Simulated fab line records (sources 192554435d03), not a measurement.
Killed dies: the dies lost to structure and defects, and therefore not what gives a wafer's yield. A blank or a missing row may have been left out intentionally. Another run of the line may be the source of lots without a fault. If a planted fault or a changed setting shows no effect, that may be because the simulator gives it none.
Split-lot trial -- flow n5-finfet -- 21 wafers read across 7 lots, on a route 1938 steps long

## THE SPLIT
At N5_BEOL_M7_COAT_63 (time 60 s, resist thk 60 nm), the setting spin-rpm was moved away from the recipe's 1500 rpm on 10 of the 21 wafers read, by -8.3% to +8.2%. For the rest of the wafers, this setting stayed at what the recipe calls for.

The split's own step is where the reading is taken.

## THE READING
SOC_of_BEOL_M7_COAT_63.thk-nm (the simulator's own value, which no gauge read), in nm, at N5_BEOL_M7_COAT_63 (time 60 s, resist thk 60 nm). The file does not state a usual value for it. Here, 11 wafers ran the recipe; their average is 59.9 nm with a standard deviation of 0.13 nm.

wafer,"tool, chamber at the split","spin-rpm as run, rpm",against the recipe,"SOC_of_BEOL_M7_COAT_63.thk-nm, nm",against lot-mates on the recipe
L074.1,"litho-track-04, 0",1500,recipe,59.8,-
L074.2,"litho-track-04, 0",1550,+3.3%,58.8,-1.0
L074.5,"litho-track-04, 0",1550,+3.3%,59,-0.8
L076.1,"litho-track-04, 0",1623,+8.2%,57.6,-2.2
L076.4,"litho-track-04, 0",1500,recipe,59.8,-
L076.5,"litho-track-04, 0",1500,recipe,59.8,-
L079.2,"litho-track-05, 0",1500,recipe,59.8,-
L079.3,"litho-track-05, 0",1500,recipe,59.8,-
L079.5,"litho-track-05, 0",1500,recipe,60,-
L086.2,"litho-track-02, 0",1375,-8.3%,62.6,no lot-mate on the recipe
L086.3,"litho-track-02, 0",1375,-8.3%,62.6,no lot-mate on the recipe
L086.5,"litho-track-02, 0",1375,-8.3%,62.6,no lot-mate on the recipe
L087.1,"litho-track-04, 0",1500,recipe,59.8,-
L087.2,"litho-track-04, 0",1619,+7.9%,57.8,-2.0
L087.6,"litho-track-04, 0",1619,+7.9%,57.6,-2.2
L090.3,"litho-track-05, 0",1500,recipe,60.2,-
L090.5,"litho-track-05, 0",1500,recipe,60,-
L090.6,"litho-track-05, 0",1500,recipe,60,-
L094.1,"litho-track-02, 0",1438,-4.1%,61.2,+1.4
L094.3,"litho-track-02, 0",1500,recipe,59.8,-
L094.6,"litho-track-02, 0",1438,-4.1%,61,+1.2

FIT RESULTS
A straight line over all 21 wafers: SOC_of_BEOL_M7_COAT_63.thk-nm changes by -0.301 nm for each +1% of spin-rpm; r = -0.99; the points scatter about the line by 0.15 nm.
The same after taking each lot's own level away (the mean of its wafers on the recipe; 18 wafers): -0.276 nm for each +1%; r = -1.00; scatter 0.1 nm.
On that fit, the largest move of spin-rpm shifts the reading by 2.3 nm.
From 59.80 to 60.07 nm: that is the span of the lots' own levels, equal to 2.0 times the standard deviation above.
So the lot-to-lot level changes the slope little: the two slopes agree.
Check: with one of the wafers moved furthest among these (+8.2%) left out of the fit, the line predicts -2.24 nm for it against its lot-mates. It came out at -2.2 nm against them.

## THE OTHER SPLITS THESE WAFERS WENT THROUGH
Before the reading, these wafers also passed through other splits. Each is held against what the fit with the lots' levels taken away leaves over:
other split on the same wafers,wafers away from the commonest value,r with SOC_of_BEOL_M7_COAT_63.thk-nm (lot level and that fit taken away)
N5_BEOL_M5_COAT_22 spin-rpm,8,-0.05
N5_BEOL_M7_COAT_60 spin-rpm,6,+0.02
N5_BEOL_M7_EXPOSE_08 dose-mj,7,+0.08

## FILE'S OWN FIT
SOC_of_BEOL_M7_COAT_63.thk-nm changes by -0.272 nm for each +1% of spin-rpm, r = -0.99.
